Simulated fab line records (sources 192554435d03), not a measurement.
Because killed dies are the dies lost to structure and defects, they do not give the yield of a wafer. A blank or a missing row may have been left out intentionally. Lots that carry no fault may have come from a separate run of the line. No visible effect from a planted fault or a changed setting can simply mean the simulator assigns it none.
fab line records | flow n5-finfet | part 1 of 2: steps 1 to 21 of 28
[record] lots = 5 | wafers = 15 | last-day = 18
route steps=1938 shown BEOL_M3@953
lots with no fault: from the same line, run without faults
start-h: the number of hours between the record's first day and the start of the first shown wafer of the lot | wait-h: hours elapsed since this lot's preceding step | " same as the row above | L1.1+2: one row covering several wafers at once | - no value present, or no start provided | * or withheld: withheld | < > ~ a bound
route shown NAME@n: NAME is a module with steps in the file, n the number in the route of the first one | usual: the fault-free wafers' mean and standard deviation | same: alike in all rows | chamber/n: place in a boat | sites: each site's reading | _std_site: how widely they spread, as a standard deviation | _edge_site: mean of outer sites minus mean of inner sites | radius-mm: how far each site lies from the wafer's centre | mask NAME#n: copy n | behind: the most recent tool/chamber to have shaped the wafer | hold: the reason the lot was held/the length of the hold in hours/how it ended | device: transistor that didn't switch, given as n, p or np | end of line: the same wafers' tests at the end of the route | a step given without rows: its recipe and nothing more | killed: at the first sort, the dies lost to defects and structure; wafer yield is something else | map: per-die view of a wafer (x killed, . not killed, _ where there is no die)
set.NAME: the setting the step ran with; set.NAME@STEP: the setting that earlier step ran with | model.NAME: the simulator's own value behind a step, which no gauge read
lots at some steps of the route; a table a step, a row a wafer
services: a tool's chamber out of use, with start hour (start-h, from the record's first day; less than 0 if before it), hours out, and reason
[[steps]]
[step N5_BEOL_M3_STRIP_66]
[recipe] chemistry = CF4 | resist = SiARC | power-w = 300 | bias-power-w = 75 | pressure-mtorr = 50 | cf4-flow-sccm = 150 | rf-frequency-hz = 6e+07
[usual] drypump-motor-current-A = 5.6/0.44 | oes-product-au = 0.75/0.076 | rf-vpp-V = 271.2/1.3 | showerhead-plenum-p-Torr = 1.80/0.045 | throttle-valve-pct = 13.67/0.21
lot.wafer | tool        | chamber | start-h | wait-h | drypump-motor-current-A | oes-product-au | rf-hours-counter-h | rf-vpp-V | showerhead-plenum-p-Torr | throttle-valve-pct
L080.1    | rie-diel-04 | 2       | 192.08  | 0.0    | 6.5                     | 0.68           | 237                | 270.0    | 1.70                     | 13.62
L080.4    | "           | 3       | "       | "      | 5.0                     | 0.68           | 239                | 271.6    | 1.77                     | 13.83
L080.5    | "           | 2       | "       | "      | 6.6                     | 0.68           | -                  | 268.8    | 1.70                     | 13.62
L083.1    | rie-diel-03 | 0       | 203.89  | 0.0    | 5.5                     | 0.85           | 65                 | 269.1    | 1.75                     | 13.51
L083.3    | "           | 2       | "       | "      | 5.1                     | 0.99           | 0                  | 272.7    | 1.84                     | 13.12
L083.4    | "           | 1       | "       | "      | 5.1                     | 0.75           | 160                | 271.7    | 1.81                     | 13.71
L087.1    | rie-diel-04 | 1       | 234.19  | 0.0    | 5.6                     | 0.76           | 126                | 272.0    | 1.80                     | 13.89
L087.4    | "           | 0       | "       | "      | 6.2                     | 0.71           | -                  | 272.4    | 1.79                     | 13.72
L087.6    | "           | 2       | "       | "      | 6.5                     | 0.67           | -                  | 269.7    | 1.70                     | 13.65
L090.2    | rie-diel-04 | 0       | 249.34  | 0.0    | 6.2                     | 0.71           | 207                | 271.6    | 1.79                     | 13.73
L090.5    | "           | 0       | "       | "      | 6.2                     | 0.70           | -                  | 270.2    | 1.79                     | 13.71
L090.6    | "           | 2       | "       | "      | 6.5                     | 0.67           | -                  | 269.4    | 1.70                     | 13.66
L096.1    | rie-diel-03 | 2       | 295.13  | 0.0    | 5.1                     | 0.89           | 25                 | 272.7    | 1.83                     | 13.19
L096.4    | "           | 0       | "       | "      | 5.5                     | 0.80           | 90                 | 270.8    | 1.74                     | 13.55
L096.5    | "           | 2       | "       | "      | 5.1                     | 0.90           | -                  | 272.1    | 1.83                     | 13.20
[step N5_BEOL_M3_HM_OPEN_17]
[recipe] chemistry = Cl2/BCl3 | target-depth-a = 200 | overetch-a = 60 | target = TiN | mask-material = SOC | ion-energy-ev = 150 | pressure-mtorr = 10 | icp-w = 1000 | bias-w = 126 | Cl2_flow_sccm = 53.25 | bcl3-flow-sccm = 21.75 | Ar_flow_sccm = 25
[usual] drypump-motor-current-A = 5.7/0.39 | oes-product-au = 0.65/0.089 | throttle-valve-pct = 22.13/0.18
lot.wafer | tool         | chamber | start-h | wait-h | drypump-motor-current-A | oes-product-au | rf-hours-counter-h | throttle-valve-pct
L080.1    | rie-metal-02 | 1       | 192.12  | 0.0    | 5.3                     | 0.71           | 17                 | 22.36
L080.4    | "            | 1       | "       | "      | 5.2                     | 0.72           | -                  | 22.37
L080.5    | "            | 1       | "       | "      | 5.2                     | 0.71           | -                  | 22.35
L083.1    | rie-metal-02 | 1       | 203.93  | 0.0    | 5.3                     | 0.72           | 18                 | 22.35
L083.3    | "            | 1       | "       | "      | 5.2                     | 0.73           | -                  | 22.36
L083.4    | "            | 0       | "       | "      | 5.8                     | 0.59           | -                  | 21.97
L087.1    | rie-metal-03 | 0       | 234.24  | 0.0    | 6.1                     | 0.66           | 43                 | 22.28
L087.4    | "            | 0       | "       | "      | 6.2                     | 0.65           | -                  | 22.29
L087.6    | "            | 1       | "       | "      | 5.7                     | 0.80           | -                  | 22.24
L090.2    | rie-metal-02 | 1       | 249.38  | 0.0    | 5.3                     | 0.69           | 22                 | 22.38
L090.5    | "            | 0       | "       | "      | 5.8                     | 0.58           | -                  | 22.00
L090.6    | "            | 1       | "       | "      | 5.3                     | 0.69           | -                  | 22.39
L096.1    | rie-metal-01 | 0       | 295.17  | 0.0    | 5.3                     | 0.77           | 5                  | 21.89
L096.4    | "            | 1       | "       | "      | 6.3                     | 0.55           | -                  | 22.08
L096.5    | "            | 1       | "       | "      | 6.3                     | 0.55           | -                  | 22.08
[step N5_BEOL_M3_STRIP_19]
[recipe] chemistry = O2 | power-w = 400 | temp-c = 40 | pressure-mtorr = 30 | rf-frequency-hz = 6e+07 | bias-power-w = 0 | overash-fraction = 0.2 | o2-flow-sccm = 225
[usual] drypump-motor-current-A = 5.6/0.42 | oes-product-au = 0.76/0.074 | rf-vpp-V = 3.6/0.46 | showerhead-plenum-p-Torr = 2.11/0.055 | throttle-valve-pct = 16.80/0.21
lot.wafer | tool        | chamber | start-h | wait-h | drypump-motor-current-A | oes-product-au | rf-hours-counter-h | rf-vpp-V | showerhead-plenum-p-Torr | throttle-valve-pct
L080.1    | rie-diel-04 | 2       | 192.23  | 0.1    | 6.5                     | 0.67           | 237                | 2.9      | 1.98                     | 16.67
L080.4    | "           | 3       | "       | "      | 5.0                     | 0.68           | 239                | 3.4      | 2.08                     | 16.97
L080.5    | "           | 3       | "       | "      | 4.9                     | 0.69           | -                  | 3.7      | 2.08                     | 16.95
L083.1    | rie-diel-04 | 3       | 204.04  | 0.1    | 5.0                     | 0.68           | 242                | 3.0      | 2.08                     | 16.96
L083.3    | "           | 0       | "       | "      | 6.2                     | 0.72           | 193                | 3.9      | 2.09                     | 16.73
L083.4    | "           | 2       | "       | "      | 6.5                     | 0.68           | 240                | 3.8      | 1.98                     | 16.67
L087.1    | rie-diel-03 | 0       | 234.35  | 0.1    | 5.4                     | 0.84           | 72                 | 3.0      | 2.04                     | 16.67
L087.4    | "           | 1       | "       | "      | 5.1                     | 0.75           | 168                | 2.9      | 2.11                     | 16.85
L087.6    | "           | 2       | "       | "      | 5.1                     | 0.96           | -                  | 4.5      | 2.14                     | 16.26
L090.2    | rie-diel-03 | 2       | 249.52  | 0.1    | 5.1                     | 0.95           | 13                 | 3.5      | 2.14                     | 16.26
L090.5    | "           | 2       | "       | "      | 5.1                     | 0.95           | -                  | 3.6      | 2.14                     | 16.28
L090.6    | "           | 1       | "       | "      | 5.1                     | 0.74           | -                  | 3.5      | 2.11                     | 16.86
L096.1    | rie-diel-05 | 2       | 295.38  | 0.2    | 5.3                     | 0.70           | 212                | 3.2      | 2.09                     | 16.72
L096.4    | "           | 1       | "       | "      | 5.5                     | 0.69           | 217                | 3.3      | 2.08                     | 16.88
L096.5    | "           | 3       | "       | "      | 5.9                     | 0.72           | -                  | 3.3      | 2.08                     | 16.83
[step N5_BEOL_M3_CD_MEAS_18]
[recipe] pitch-nm = 36 | target-cd-nm = 18
[usual] cd-nm = 18.0/0.31
lot.wafer | tool      | chamber | start-h | wait-h | cd-nm
L080.1    | cd-sem-01 | -       | 192.30  | 0.1    | 17.9
L080.4    | "         | -       | "       | "      | 17.9
L080.5    | "         | -       | "       | "      | 18.0
L083.1    | cd-sem-02 | -       | 204.11  | 0.0    | 17.8
L083.3    | "         | -       | "       | "      | 17.6
L083.4    | "         | -       | "       | "      | 17.9
L087.1    | cd-sem-02 | -       | 234.42  | 0.0    | 17.7
L087.4    | "         | -       | "       | "      | 17.8
L087.6    | "         | -       | "       | "      | 17.4
L090.2    | cd-sem-02 | -       | 249.60  | 0.1    | 18.1
L090.5    | "         | -       | "       | "      | 18.1
L090.6    | "         | -       | "       | "      | 17.9
L096.1    | cd-sem-03 | -       | 295.45  | 0.0    | 18.0
L096.4    | "         | -       | "       | "      | 18.2
L096.5    | "         | -       | "       | "      | 17.8
[step N5_BEOL_M3_COAT_67]
[recipe] resist = SOC | temp-c = 250 | time-s = 60 | spin-rpm = 1500 | resist-thk-nm = 60
lot.wafer  | tool           | chamber | start-h | wait-h
L080.1+4+5 | litho-track-02 | 0       | 192.34  | 0.0
L083.1+3+4 | litho-track-05 | 0       | 204.14  | 0.0
L087.1+4+6 | litho-track-03 | 0       | 234.45  | 0.0
L090.2+5+6 | litho-track-03 | 0       | 249.63  | 0.0
L096.1+4+5 | litho-track-02 | 0       | 295.49  | 0.0
[step N5_BEOL_M3_COAT_68]
[recipe] resist = SiARC | temp-c = 220 | time-s = 60 | spin-rpm = 1500 | resist-thk-nm = 12
lot.wafer  | tool           | chamber | start-h | wait-h
L080.1+4+5 | litho-track-02 | 0       | -       | -
L083.1+3+4 | litho-track-05 | 0       | -       | -
L087.1+4+6 | litho-track-03 | 0       | -       | -
L090.2+5+6 | litho-track-03 | 0       | -       | -
L096.1+4+5 | litho-track-02 | 0       | -       | -
[step N5_BEOL_M3_COAT_76]
[recipe] resist = underlayer | temp-c = 205 | time-s = 60 | spin-rpm = 1500 | resist-thk-nm = 5
lot.wafer  | tool           | chamber | start-h | wait-h
L080.1+4+5 | litho-track-02 | 0       | -       | -
L083.1+3+4 | litho-track-05 | 0       | -       | -
L087.1+4+6 | litho-track-03 | 0       | -       | -
L090.2+5+6 | litho-track-03 | 0       | -       | -
L096.1+4+5 | litho-track-02 | 0       | -       | -
[step N5_BEOL_M3_COAT_22]
[recipe] resist = CAR-EUV | spin-rpm = 1500 | resist-thk-nm = 30
lot.wafer  | tool           | chamber | start-h | wait-h
L080.1+4+5 | litho-track-02 | 0       | -       | -
L083.1+3+4 | litho-track-05 | 0       | -       | -
L087.1+4+6 | litho-track-03 | 0       | -       | -
L090.2+5+6 | litho-track-03 | 0       | -       | -
L096.1+4+5 | litho-track-02 | 0       | -       | -
[step N5_BEOL_M3_EBR_24]
[recipe] solvent = PGMEA | ebr-width-mm = 1.5
lot.wafer  | tool           | chamber | start-h | wait-h
L080.1+4+5 | litho-track-02 | 0       | -       | -
L083.1+3+4 | litho-track-05 | 0       | -       | -
L087.1+4+6 | litho-track-03 | 0       | -       | -
L090.2+5+6 | litho-track-03 | 0       | -       | -
L096.1+4+5 | litho-track-02 | 0       | -       | -
[step N5_BEOL_M3_SOFTBAKE_23]
[recipe] temp-c = 110 | time-s = 60 | resist = CAR-EUV
lot.wafer  | tool           | chamber | start-h | wait-h
L080.1+4+5 | litho-track-02 | 0       | -       | -
L083.1+3+4 | litho-track-05 | 0       | -       | -
L087.1+4+6 | litho-track-03 | 0       | -       | -
L090.2+5+6 | litho-track-03 | 0       | -       | -
L096.1+4+5 | litho-track-02 | 0       | -       | -
[step N5_BEOL_M3_EXPOSE_25]
[recipe] mask-id = V2 | na = 0.33 | source-shape = quasar | sigma-inner = 0.2 | sigma-outer = 0.8 | polarization = unpolarized | defocus-nm = 5 | dose-mj = 63
lot.wafer  | tool           | chamber | start-h | wait-h | mask
L080.1+4+5 | euv-scanner-02 | 0       | 192.48  | -      | V2#0
L083.1+3+4 | euv-scanner-01 | 0       | 204.40  | -      | V2#0
L087.1+4+6 | euv-scanner-02 | 0       | 234.72  | -      | V2#0
L090.2+5+6 | euv-scanner-01 | 0       | 249.78  | -      | V2#0
L096.1+4+5 | euv-scanner-02 | 0       | 295.63  | -      | V2#0
[step N5_BEOL_M3_PEB_26]
[recipe] peb-temp-c = 100 | peb-time-s = 60 | resist = CAR-EUV
lot.wafer  | tool           | chamber | start-h | wait-h
L080.1+4+5 | litho-track-03 | 0       | 192.55  | 0.1
L083.1+3+4 | litho-track-05 | 0       | 204.48  | 0.1
L087.1+4+6 | litho-track-05 | 0       | 234.79  | 0.1
L090.2+5+6 | litho-track-03 | 0       | 249.85  | 0.1
L096.1+4+5 | litho-track-03 | 0       | 295.71  | 0.1
[step N5_BEOL_M3_DEVELOP_27]
[recipe] develop-time-s = 30 | developer = TMAH | resist = CAR-EUV | rinse-liquid = surfactant-rinse | dry = air-spin | dev-temp-c = 23
lot.wafer  | tool           | chamber | start-h | wait-h
L080.1+4+5 | litho-track-03 | 0       | -       | -
L083.1+3+4 | litho-track-05 | 0       | -       | -
L087.1+4+6 | litho-track-05 | 0       | -       | -
L090.2+5+6 | litho-track-03 | 0       | -       | -
L096.1+4+5 | litho-track-03 | 0       | -       | -
[step N5_BEOL_M3_CD_MEAS_28]
[recipe] target-cd-nm = 25.7 | landing-energy-ev = 500 | detector = se-inlens | target-cd-y-nm = 23.3 | polarity = opening
[usual] cd-nm = 25.72/0.25
lot.wafer | tool      | chamber | start-h | wait-h | cd-nm
L080.1    | cd-sem-02 | 0       | 192.62  | -      | 25.77
L080.4    | "         | 0       | "       | "      | 25.69
L080.5    | "         | 0       | "       | "      | 25.43
L083.1    | cd-sem-02 | 0       | 204.55  | -      | 25.99
L083.3    | "         | 0       | "       | "      | 25.81
L083.4    | "         | 0       | "       | "      | 25.58
L087.1    | cd-sem-01 | 0       | 234.86  | -      | 25.91
L087.4    | "         | 0       | "       | "      | 25.78
L087.6    | "         | 0       | "       | "      | 25.87
L090.2    | cd-sem-02 | 0       | 249.91  | -      | 25.39
L090.5    | "         | 0       | "       | "      | 26.02
L090.6    | "         | 0       | "       | "      | 25.20
L096.1    | cd-sem-03 | 0       | 295.77  | -      | 25.43
L096.4    | "         | 0       | "       | "      | 25.39
L096.5    | "         | 0       | "       | "      | 25.74
[step N5_BEOL_M3_OVL_MEAS_29]
[recipe] points-per-wafer = 522
[usual] V2_OVL = -0.2/0.84
[same] points-per-wafer = 522
lot.wafer | tool       | chamber | start-h | wait-h | V2_OVL[nm]
L080.1    | overlay-01 | 0       | 192.65  | 0.0    | -0.9
L080.4    | "          | 0       | "       | "      | -0.7
L080.5    | "          | 0       | "       | "      | -0.1
L083.1    | overlay-01 | 0       | 204.58  | 0.0    | 1.9
L083.3    | "          | 0       | "       | "      | 1.1
L083.4    | "          | 0       | "       | "      | -0.1
L087.1    | overlay-01 | 0       | 234.89  | 0.0    | -2.0
L087.4    | "          | 0       | "       | "      | -0.7
L087.6    | "          | 0       | "       | "      | 0.5
L090.2    | overlay-02 | 0       | 249.95  | 0.0    | 1.3
L090.5    | "          | 0       | "       | "      | 0.0
L090.6    | "          | 0       | "       | "      | 0.8
L096.1    | overlay-02 | 0       | 295.80  | 0.0    | -1.2
L096.4    | "          | 0       | "       | "      | -1.1
L096.5    | "          | 0       | "       | "      | 0.0
[step N5_BEOL_M3_INSPECT_30]
[recipe] mode = adi | inspect-instrument = brightfield
[usual] raw-defect-count = 384/86
lot.wafer | tool              | chamber | start-h | wait-h | raw-defect-count
L080.1    | defect-inspect-01 | -       | 192.71  | 0.1    | 294
L080.4    | "                 | -       | "       | "      | 327
L080.5    | "                 | -       | "       | "      | 269
L083.1    | defect-inspect-01 | -       | 204.64  | 0.1    | 281
L083.3    | "                 | -       | "       | "      | 316
L083.4    | "                 | -       | "       | "      | 298
L087.1    | defect-inspect-02 | -       | 234.95  | 0.1    | 435
L087.4    | "                 | -       | "       | "      | 314
L087.6    | "                 | -       | "       | "      | 465
L090.2    | defect-inspect-01 | -       | 250.00  | 0.0    | 523
L090.5    | "                 | -       | "       | "      | 290
L090.6    | "                 | -       | "       | "      | 307
L096.1    | defect-inspect-01 | -       | 295.86  | 0.1    | 245
L096.4    | "                 | -       | "       | "      | 356
L096.5    | "                 | -       | "       | "      | 270
[step N5_BEOL_M3_DESCUM_33]
[recipe] chemistry = O2 | time-s = 7 | source-power-w = 50 | bias-power-w = 20 | pressure-mtorr = 20 | rf-frequency-hz = 2.712e+07 | temp-c = 40 | resist = CAR-EUV | o2-flow-sccm = 225
[usual] drypump-motor-current-A = 5.5/0.37 | oes-product-au = 0.76/0.071 | rf-vpp-V = 243.0/0.99 | showerhead-plenum-p-Torr = 2.10/0.055 | throttle-valve-pct = 20.57/0.19
lot.wafer | tool        | chamber | start-h | wait-h | drypump-motor-current-A | oes-product-au | rf-hours-counter-h | rf-vpp-V | showerhead-plenum-p-Torr | throttle-valve-pct
L080.1    | rie-diel-05 | 1       | 192.75  | 0.0    | 5.5                     | 0.71           | 193                | 243.2    | 2.08                     | 20.55
L080.4    | "           | 0       | "       | "      | 5.8                     | 0.73           | 192                | 244.5    | 2.19                     | 20.72
L080.5    | "           | 3       | "       | "      | 5.8                     | 0.75           | -                  | 243.2    | 2.08                     | 20.50
L083.1    | rie-diel-03 | 1       | 204.67  | 0.0    | 5.1                     | 0.75           | 160                | 243.4    | 2.11                     | 20.67
L083.3    | "           | 3       | "       | "      | 5.6                     | 0.75           | 168                | 242.9    | 2.18                     | 20.80
L083.4    | "           | 0       | "       | "      | 5.4                     | 0.85           | 65                 | 242.3    | 2.04                     | 20.46
L087.1    | rie-diel-04 | 2       | 234.99  | 0.0    | 6.5                     | 0.68           | 248                | 241.6    | 1.97                     | 20.42
L087.4    | "           | 1       | "       | "      | 5.5                     | 0.77           | -                  | 243.2    | 2.10                     | 20.79
L087.6    | "           | 2       | "       | "      | 6.6                     | 0.68           | -                  | 241.8    | 1.97                     | 20.43
L090.2    | rie-diel-05 | 2       | 250.04  | 0.0    | 5.2                     | 0.71           | 196                | 242.5    | 2.09                     | 20.45
L090.5    | "           | 2       | "       | "      | 5.3                     | 0.72           | -                  | 242.4    | 2.09                     | 20.46
L090.6    | "           | 1       | "       | "      | 5.6                     | 0.70           | -                  | 243.3    | 2.08                     | 20.60
L096.1    | rie-diel-05 | 1       | 295.90  | 0.0    | 5.6                     | 0.69           | 217                | 243.5    | 2.07                     | 20.62
L096.4    | "           | 2       | "       | "      | 5.3                     | 0.70           | 212                | 243.2    | 2.08                     | 20.47
L096.5    | "           | 0       | "       | "      | 5.8                     | 0.70           | -                  | 242.0    | 2.18                     | 20.78
[step N5_BEOL_M3_ETCH_77]
[recipe] chemistry = N2/H2 | target = underlayer | target-depth-a = 65 | mask-material = CAR-EUV | time-s = 5.2 | ion-energy-ev = 200 | pressure-mtorr = 30 | source-w = 840 | bias-w = 150 | n2-flow-sccm = 200 | h2-flow-sccm = 200 | ends = cleared
[usual] drypump-motor-current-A = 5.5/0.37 | etch-rf-on-time-s = 5.22/0.16 | oes-product-au = 0.64/0.061 | rf-vpp-V = 524.0/2.1 | showerhead-plenum-p-Torr = 2.54/0.059 | throttle-valve-pct = 17.92/0.19
lot.wafer | tool        | chamber | start-h | wait-h | drypump-motor-current-A | etch-rf-on-time-s | oes-product-au | rf-hours-counter-h | rf-vpp-V | showerhead-plenum-p-Torr | throttle-valve-pct
L080.1    | rie-diel-05 | 1       | 192.78  | 0.0    | 5.6                     | 5.57              | 0.58           | 193                | 526.2    | 2.54                     | 18.04
L080.4    | "           | 0       | "       | "      | 5.8                     | 5.19              | 0.61           | 192                | 525.2    | 2.62                     | 17.90
L080.5    | "           | 3       | "       | "      | 5.8                     | 5.18              | 0.64           | -                  | 522.9    | 2.54                     | 18.15
L083.1    | rie-diel-03 | 1       | 204.71  | 0.0    | 5.1                     | 5.21              | 0.64           | 160                | 524.7    | 2.52                     | 17.84
L083.3    | "           | 3       | "       | "      | 5.6                     | 5.03              | 0.65           | 168                | 528.3    | 2.64                     | 18.08
L083.4    | "           | 0       | "       | "      | 5.5                     | 5.16              | 0.72           | 65                 | 523.3    | 2.48                     | 17.83
L087.1    | rie-diel-04 | 2       | 235.02  | 0.0    | 6.5                     | 5.07              | 0.59           | 248                | 517.5    | 2.40                     | 18.01
L087.4    | "           | 1       | "       | "      | 5.6                     | 5.34              | 0.65           | -                  | 523.1    | 2.54                     | 18.14
L087.6    | "           | 2       | "       | "      | 6.5                     | 5.05              | 0.59           | -                  | 519.3    | 2.40                     | 18.04
L090.2    | rie-diel-05 | 2       | 250.07  | 0.0    | 5.2                     | 5.40              | 0.60           | 196                | 522.3    | 2.52                     | 17.74
L090.5    | "           | 2       | "       | "      | 5.3                     | 5.35              | 0.60           | -                  | 522.6    | 2.52                     | 17.78
L090.6    | "           | 1       | "       | "      | 5.6                     | 5.55              | 0.58           | -                  | 525.2    | 2.53                     | 18.05
L096.1    | rie-diel-05 | 1       | 295.93  | 0.0    | 5.5                     | 5.63              | 0.57           | 217                | 525.0    | 2.53                     | 18.06
L096.4    | "           | 2       | "       | "      | 5.3                     | 5.40              | 0.59           | 212                | 523.6    | 2.51                     | 17.77
L096.5    | "           | 0       | "       | "      | 5.8                     | 5.18              | 0.60           | -                  | 526.4    | 2.61                     | 17.94
[step N5_BEOL_M3_ETCH_69]
[recipe] chemistry = CF4 | target = SiARC | target-depth-a = 156 | mask-material = CAR-EUV | time-s = 26 | ion-energy-ev = 80 | pressure-mtorr = 40 | source-w = 545 | bias-w = 36 | Ar_flow_sccm = 100 | cf4-flow-sccm = 100 | ends = cleared
[usual] drypump-motor-current-A = 5.5/0.37 | etch-rf-on-time-s = 26.2/0.68 | oes-product-au = 0.64/0.06 | rf-vpp-V = 184.0/0.99 | showerhead-plenum-p-Torr = 2.14/0.05 | throttle-valve-pct = 15.69/0.18
lot.wafer | tool        | chamber | start-h | wait-h | drypump-motor-current-A | etch-rf-on-time-s | oes-product-au | rf-hours-counter-h | rf-vpp-V | showerhead-plenum-p-Torr | throttle-valve-pct
L080.1    | rie-diel-05 | 1       | 192.80  | 0.0    | 5.6                     | 27.7              | 0.59           | 193                | 183.4    | 2.12                     | 15.72
L080.4    | "           | 0       | "       | "      | 5.8                     | 26.2              | 0.62           | 192                | 183.2    | 2.21                     | 15.79
L080.5    | "           | 3       | "       | "      | 5.9                     | 26.3              | 0.64           | -                  | 184.3    | 2.13                     | 15.69
L083.1    | rie-diel-03 | 1       | 204.72  | 0.0    | 5.1                     | 26.5              | 0.64           | 160                | 183.1    | 2.15                     | 15.69
L083.3    | "           | 3       | "       | "      | 5.6                     | 25.3              | 0.64           | 168                | 183.8    | 2.22                     | 15.97
L083.4    | "           | 0       | "       | "      | 5.4                     | 26.6              | 0.71           | 65                 | 183.2    | 2.09                     | 15.53
L087.1    | rie-diel-04 | 2       | 235.04  | 0.0    | 6.5                     | 25.4              | 0.59           | 248                | 182.1    | 2.03                     | 15.65
L087.4    | "           | 1       | "       | "      | 5.5                     | 26.0              | 0.66           | -                  | 185.2    | 2.15                     | 15.93
L087.6    | "           | 2       | "       | "      | 6.5                     | 25.4              | 0.58           | -                  | 182.7    | 2.03                     | 15.65
L090.2    | rie-diel-05 | 2       | 250.09  | 0.0    | 5.2                     | 26.1              | 0.61           | 196                | 182.4    | 2.12                     | 15.54
L090.5    | "           | 2       | "       | "      | 5.3                     | 26.5              | 0.60           | -                  | 183.8    | 2.12                     | 15.55
L090.6    | "           | 1       | "       | "      | 5.5                     | 27.6              | 0.58           | -                  | 182.9    | 2.11                     | 15.75
L096.1    | rie-diel-05 | 1       | 295.95  | 0.0    | 5.5                     | 27.5              | 0.58           | 217                | 183.0    | 2.11                     | 15.77
L096.4    | "           | 2       | "       | "      | 5.2                     | 26.5              | 0.59           | 212                | 184.0    | 2.12                     | 15.56
L096.5    | "           | 0       | "       | "      | 5.8                     | 26.0              | 0.59           | -                  | 184.3    | 2.20                     | 15.87
[step N5_BEOL_M3_ALD_98]
[recipe] material = SiO2 | target-thk-a = 25 | temp-c = 100 | ald-precursor-family = BDEAS | ald-co-reactant = O2-plasma | pulse-time-s = 1 | co-reactant-pulse-time-s = 1 | purge-time-s = 2 | co-reactant-purge-time-s = 2 | ald-cycles = 17 | pressure-torr = 2
[usual] heater-power-w = 76.4/3 | precursor-pulse-height-rel = 1.001/0.019 | susceptor-temp-C = 100.00/0.13
[same] purge-time-s = 2
lot.wafer | tool       | chamber | start-h | wait-h | heater-power-w | precursor-pulse-height-rel | susceptor-temp-C
L080.1    | ald-sin-03 | 3       | 192.88  | 0.1    | 75.1           | 1.027                      | 99.77
L080.4    | "          | 0       | "       | "      | 79.5           | 1.004                      | 99.86
L080.5    | "          | 1       | "       | "      | 79.9           | 0.997                      | 99.99
L083.1    | ald-sin-04 | 1       | 204.81  | 0.1    | 73.7           | 0.985                      | 99.87
L083.3    | "          | 3       | "       | "      | 76.5           | 1.006                      | 99.91
L083.4    | "          | 2       | "       | "      | 77.8           | 0.989                      | 99.77
L087.1    | ald-sin-01 | 3       | 235.25  | 0.2    | 67.8           | 1.023                      | 100.16
L087.4    | "          | 0       | "       | "      | 79.5           | 1.011                      | 99.86
L087.6    | "          | 2       | "       | "      | 81.0           | 1.016                      | 99.91
L090.2    | ald-sin-04 | 2       | 250.29  | 0.2    | 77.8           | 0.993                      | 100.08
L090.5    | "          | 2       | "       | "      | 77.1           | 1.033                      | 99.98
L090.6    | "          | 1       | "       | "      | 76.1           | 1.001                      | 99.93
L096.1    | ald-sin-03 | 0       | 296.04  | 0.1    | 75.6           | 0.987                      | 99.99
L096.4    | "          | 1       | "       | "      | 79.1           | 0.993                      | 100.08
L096.5    | "          | 0       | "       | "      | 78.1           | 1.018                      | 99.89
[step N5_BEOL_M3_ETCHBACK_99]
[recipe] chemistry = CHF3 | target = SiO2 | target-depth-a = 50 | time-s = 10.4 | source-w = 215 | bias-w = 47 | Ar_flow_sccm = 200 | CHF3_flow_sccm = 12 | ion-energy-ev = 100 | pressure-mtorr = 30
[usual] CHF3_flow_sccm = 12.00/0.035 | drypump-motor-current-A = 5.6/0.47 | oes-product-au = 0.76/0.076 | rf-vpp-V = 241/5 | showerhead-plenum-p-Torr = 2.15/0.057 | throttle-valve-pct = 17.15/0.19
lot.wafer | tool        | chamber | start-h | wait-h | CHF3_flow_sccm | drypump-motor-current-A | oes-product-au | rf-hours-counter-h | rf-vpp-V | showerhead-plenum-p-Torr | throttle-valve-pct
L080.1    | rie-diel-04 | 0       | 195.84  | 2.9    | 11.99          | 6.2                     | 0.74           | 190                | 245      | 2.15                     | 17.17
L080.4    | "           | 2       | "       | "      | 12.01          | 6.5                     | 0.68           | 237                | 243      | 2.05                     | 17.15
L080.5    | "           | 0       | "       | "      | 12.04          | 6.1                     | 0.73           | -                  | 246      | 2.15                     | 17.18
L083.1    | rie-diel-05 | 3       | 208.90  | 4.0    | 12.05          | 5.8                     | 0.75           | 170                | 244      | 2.13                     | 17.10
L083.3    | "           | 2       | "       | "      | 12.01          | 5.2                     | 0.73           | 184                | 234      | 2.14                     | 16.99
L083.4    | "           | 1       | "       | "      | 11.98          | 5.6                     | 0.70           | 197                | 235      | 2.12                     | 17.13
L087.1    | rie-diel-05 | 0       | 239.34  | 4.0    | 12.01          | 5.8                     | 0.71           | 205                | 244      | 2.21                     | 17.21
L087.4    | "           | 1       | "       | "      | 12.00          | 5.6                     | 0.68           | 206                | 236      | 2.12                     | 17.14
L087.6    | "           | 2       | "       | "      | 11.98          | 5.3                     | 0.71           | -                  | 235      | 2.14                     | 17.01
L090.2    | rie-diel-03 | 2       | 261.71  | 11.4   | 12.05          | 5.1                     | 0.95           | 16                 | 243      | 2.21                     | 16.72
L090.5    | "           | 3       | "       | "      | 12.00          | 5.6                     | 0.75           | -                  | 248      | 2.23                     | 17.46
L090.6    | "           | 0       | "       | "      | 11.91          | 5.5                     | 0.83           | -                  | 241      | 2.09                     | 17.07
L096.1    | rie-diel-04 | 1       | 301.79  | 5.7    | 11.99          | 5.5                     | 0.74           | 150                | 234      | 2.14                     | 17.38
L096.4    | "           | 1       | "       | "      | 11.98          | 5.6                     | 0.74           | -                  | 233      | 2.15                     | 17.39
L096.5    | "           | 2       | "       | "      | 11.99          | 6.5                     | 0.95           | -                  | 247      | 2.31                     | 16.68
